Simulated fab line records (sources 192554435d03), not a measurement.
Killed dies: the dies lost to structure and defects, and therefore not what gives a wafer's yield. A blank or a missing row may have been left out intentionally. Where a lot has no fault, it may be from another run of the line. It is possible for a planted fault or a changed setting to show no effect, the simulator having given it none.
Which tool did it? / flow n5 finfet / 11 lots with 33 wafers sampled at 2 steps, on a route of 1938 steps

## WHAT THE GAUGES READ, wafer by wafer
N5_MIM_BOT_LITHO_OVL_MEAS_11.
lot=L661; measured=day 10 23:53; on=overlay-02; MIM_BOT_OVL (nm)=4 1 11
lot=L662; measured=day 11 08:54; on=overlay-02; MIM_BOT_OVL (nm)=1 1 -2
lot=L664; measured=day 11 11:20; on=overlay-01; MIM_BOT_OVL (nm)=6 1 10
lot=L669; measured=day 12 05:16; on=overlay-01; MIM_BOT_OVL (nm)=2 6 -3
lot=L670; measured=day 12 21:19; on=overlay-02; MIM_BOT_OVL (nm)=-6 -7 -9
lot=L675; measured=day 16 06:49; on=overlay-01; MIM_BOT_OVL (nm)=3 -4 -2
lot=L681; measured=day 17 01:57; on=overlay-02; MIM_BOT_OVL (nm)=2 2 5
lot=L682; measured=day 16 23:34; on=overlay-01; MIM_BOT_OVL (nm)=-12 2 -5
lot=L677; measured=day 17 03:13; on=overlay-02; MIM_BOT_OVL (nm)=12 5 3
lot=L676; measured=day 18 01:34; on=overlay-02; MIM_BOT_OVL (nm)=3 5 12
lot=L678; measured=day 18 03:52; on=overlay-01; MIM_BOT_OVL (nm)=6 -4 1

## WHICH TOOL RAN EACH LOT (tool, then ch and the chambers of the sampled wafers, then the start)
lot=L661; N5_BEOL_M8_ALD_77=ald metal-02 ch 1,2,3, day 9 05:51
lot=L662; N5_BEOL_M8_ALD_77=ald metal-02 ch 1,2,3, day 9 16:32
lot=L664; N5_BEOL_M8_ALD_77=ald metal-03 ch 0,2, day 9 22:52
lot=L669; N5_BEOL_M8_ALD_77=ald metal-03 ch 1,2,3, day 10 11:19
lot=L670; N5_BEOL_M8_ALD_77=ald metal-02 ch 0,2,3, day 10 16:43
lot=L675; N5_BEOL_M8_ALD_77=ald metal-02 ch 0,3, day 14 07:14
lot=L681; N5_BEOL_M8_ALD_77=ald metal-03 ch 0,1,2, day 14 12:49
lot=L682; N5_BEOL_M8_ALD_77=ald metal-01 ch 0,3, day 14 12:55
lot=L677; N5_BEOL_M8_ALD_77=ald metal-03 ch 0,2,3, day 14 17:28
lot=L676; N5_BEOL_M8_ALD_77=ald metal-03 ch 0,1,3, day 15 02:55
lot=L678; N5_BEOL_M8_ALD_77=ald metal-03 ch 1,2,3, day 15 12:34
- N5_BEOL_M8_ALD_77: deposits TaN, target thk 2 nm, pulse time 2 s, purge time 3 s.

## AS READ BY THE TOOLS THEMSELVES (means over the sampled wafers that have a number; for cases with no such wafer, the mark the record gives instead)
N5_BEOL_M8_ALD_77.
lot=L661; tool=ald metal-02; heater power w (W)=423; susceptor temp C (C)=275.03
lot=L662; tool=ald metal-02; heater power w (W)=423; susceptor temp C (C)=275.04
lot=L664; tool=ald metal-03; heater power w (W)=394; susceptor temp C (C)=274.90
lot=L669; tool=ald metal-03; heater power w (W)=445; susceptor temp C (C)=275.00
lot=L670; tool=ald metal-02; heater power w (W)=434; susceptor temp C (C)=275.02
lot=L675; tool=ald metal-02; heater power w (W)=389; susceptor temp C (C)=275.09
lot=L681; tool=ald metal-03; heater power w (W)=434; susceptor temp C (C)=274.98
lot=L682; tool=ald metal-01; heater power w (W)=431; susceptor temp C (C)=275.00
lot=L677; tool=ald metal-03; heater power w (W)=415; susceptor temp C (C)=275.20
lot=L676; tool=ald metal-03; heater power w (W)=419; susceptor temp C (C)=275.18
lot=L678; tool=ald metal-03; heater power w (W)=441; susceptor temp C (C)=274.93

## THE ANSWER, worked out from the rows above alone
Rule: the lots themselves supply what counts as usual. The widest of any qualifying gaps counts: lots, ordered by their means at a reading, are off when they make up no more than a third of the lots, leave a main group of 4 or more, and stand apart from it by 3 or more times the standard deviation of that group's means. A main group is skipped when, at the precision printed for the reading in the tables above, its means are all equal. Also off: a lot with no number at a reading for which 4 or more lots have one. All remaining lots with rows at the step are treated as sound. Order of review: gauges by route order, followed by the tools' own readings, for which a lot's mean as printed above is used. The first step at which some lot is off is used, and at that step the reading that is off furthest; a lot without a number counts as furthest.
None of the lots is off at any reading shown; this tells nothing.

## WHAT THE SIMULATOR HAD INSERTED
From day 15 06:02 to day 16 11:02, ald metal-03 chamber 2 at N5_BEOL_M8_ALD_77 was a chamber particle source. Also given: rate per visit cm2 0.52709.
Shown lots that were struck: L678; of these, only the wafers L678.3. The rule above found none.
